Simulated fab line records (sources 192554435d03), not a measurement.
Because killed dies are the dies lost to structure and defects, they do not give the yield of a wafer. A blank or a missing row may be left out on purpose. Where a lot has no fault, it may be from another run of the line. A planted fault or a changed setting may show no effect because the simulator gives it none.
Which tool was responsible? :: flow n5_finfet :: 9 lots, 25 wafers sampled, at 5 steps of a route of 1938

== WHAT THE GAUGES READ, wafer by wafer ==
N5_BEOL_M4_RC_MEAS_101.
lot: L244
measured: day 8 07:52
on: prober-02
DIBL_N (mV/V): 36.7 37.2 35.3

lot: L245
measured: day 8 17:17
on: prober-01
DIBL_N (mV/V): 37.9 37.5 35.9

lot: L248
measured: day 9 07:03
on: prober-02
DIBL_N (mV/V): 36.1 37.1 35.4

lot: L251
measured: day 10 01:29
on: prober-01
DIBL_N (mV/V): 34.3 31.8 32.5

lot: L252
measured: day 10 09:34
on: prober-01
DIBL_N (mV/V): 36.5 35.9 37.2

lot: L256
measured: day 11 12:53
on: prober-01
DIBL_N (mV/V): 35.4 34.8 34.9

lot: L264
measured: day 13 17:22
on: prober-01
DIBL_N (mV/V): 34.4 36.7

lot: L265
measured: day 14 00:05
on: prober-02
DIBL_N (mV/V): 31.0 36.2

lot: L267
measured: day 14 08:04
on: prober-02
DIBL_N (mV/V): 36.7 37.4 35.5

== WHAT TOOL EACH LOT RAN ON (gives the tool, then ch and the chambers of the sampled wafers, and finally the start) ==
lot: L244
N5_BEOL_M0_SAQP_ETCH_49: rie_diel-02 ch 1,3, day 5 16:17
N5_BEOL_M0_CUTY_ETCH_62: rie_diel-01 ch 1,2,3, day 5 16:55
N5_BEOL_M0_ETCH_138: rie_diel-01 ch 1,2,3, day 5 17:05
N5_BEOL_M0_ETCH_128: rie_diel-01 ch 1,2,3, day 5 17:55

lot: L245
N5_BEOL_M0_SAQP_ETCH_49: rie_diel-02 ch 0,2,3, day 6 01:09
N5_BEOL_M0_CUTY_ETCH_62: rie_diel-01 ch 1,2, day 6 01:38
N5_BEOL_M0_ETCH_138: rie_diel-01 ch 1,2, day 6 01:49
N5_BEOL_M0_ETCH_128: rie_diel-01 ch 1,2,3, day 6 02:13

lot: L248
N5_BEOL_M0_SAQP_ETCH_49: rie_diel-02 ch 1,2, day 6 17:41
N5_BEOL_M0_CUTY_ETCH_62: rie_diel-03 ch 0,3, day 6 18:10
N5_BEOL_M0_ETCH_138: rie_diel-03 ch 0,3, day 6 18:20
N5_BEOL_M0_ETCH_128: rie_diel-01 ch 0,1,2, day 6 18:57

lot: L251
N5_BEOL_M0_SAQP_ETCH_49: rie_diel-05 ch 0,3, day 7 09:37
N5_BEOL_M0_CUTY_ETCH_62: rie_diel-06 ch 1,2, day 7 10:31
N5_BEOL_M0_ETCH_138: rie_diel-06 ch 1,2, day 7 10:41
N5_BEOL_M0_ETCH_128: rie_diel-06 ch 0,1, day 7 11:50

lot: L252
N5_BEOL_M0_SAQP_ETCH_49: rie_diel-02 ch 1,2,3, day 7 22:42
N5_BEOL_M0_CUTY_ETCH_62: rie_diel-01 ch 0,2, day 7 23:19
N5_BEOL_M0_ETCH_138: rie_diel-01 ch 0,2, day 7 23:29
N5_BEOL_M0_ETCH_128: rie_diel-06 ch 0,1, day 8 01:07

lot: L256
N5_BEOL_M0_SAQP_ETCH_49: rie_diel-02 ch 2,3, day 9 04:20
N5_BEOL_M0_CUTY_ETCH_62: rie_diel-01 ch 0,1,2, day 9 04:50
N5_BEOL_M0_ETCH_138: rie_diel-01 ch 0,1,2, day 9 05:00
N5_BEOL_M0_ETCH_128: rie_diel-03 ch 0,1,2, day 9 07:10

lot: L264
N5_BEOL_M0_SAQP_ETCH_49: rie_diel-05 ch 1,2, day 10 21:50
N5_BEOL_M0_CUTY_ETCH_62: rie_diel-01 ch 0,3, day 10 23:17
N5_BEOL_M0_ETCH_138: rie_diel-01 ch 0,3, day 10 23:27
N5_BEOL_M0_ETCH_128: rie_diel-01 ch 2,3, day 11 06:41

lot: L265
N5_BEOL_M0_SAQP_ETCH_49: rie_diel-02 ch 0,3, day 11 04:03
N5_BEOL_M0_CUTY_ETCH_62: rie_diel-01 ch 1,3, day 11 04:57
N5_BEOL_M0_ETCH_138: rie_diel-01 ch 1,3, day 11 05:07
N5_BEOL_M0_ETCH_128: rie_diel-01 ch 2,3, day 11 06:48

lot: L267
N5_BEOL_M0_SAQP_ETCH_49: rie_diel-05 ch 0,1,2, day 11 18:40
N5_BEOL_M0_CUTY_ETCH_62: rie_diel-01 ch 0,1,2, day 11 19:21
N5_BEOL_M0_ETCH_138: rie_diel-01 ch 0,1,2, day 11 19:31
N5_BEOL_M0_ETCH_128: rie_diel-01 ch 0,1,2, day 11 21:31
- N5_BEOL_M0_SAQP_ETCH_49: etches SiO2 in CF4/O2, target depth 37 nm.
- N5_BEOL_M0_CUTY_ETCH_62: etches SiARC in CF4, time 58.5 s.
- N5_BEOL_M0_ETCH_138: etches SiCN in CH3F/O2, target depth 12 nm, time 31.6 s.
- N5_BEOL_M0_ETCH_128: etches SiCN in CF4/N2, target depth 12 nm, overetch 5.1 nm, time 21.4 s.

== THE ANSWER, worked out from the rows above alone ==
Rule: what is usual is taken from the lots themselves. Put in order of their means at a reading, lots are off if they are a third of the lots or fewer, leave a main group of 4 or more, and stand apart from it by a gap of 3 or more times the standard deviation of the main group's means; of several such gaps the widest counts. Not used: any main group whose means are identical at the precision the tables above print for the reading. A lot without any number at a reading at which 4 lots or more have one is off too. Where the step has rows for the other lots, those lots are counted as sound.
Nothing can be told from this: no lot is off at any reading shown.

== WHAT HAD BEEN PUT IN BY THE SIMULATOR ==
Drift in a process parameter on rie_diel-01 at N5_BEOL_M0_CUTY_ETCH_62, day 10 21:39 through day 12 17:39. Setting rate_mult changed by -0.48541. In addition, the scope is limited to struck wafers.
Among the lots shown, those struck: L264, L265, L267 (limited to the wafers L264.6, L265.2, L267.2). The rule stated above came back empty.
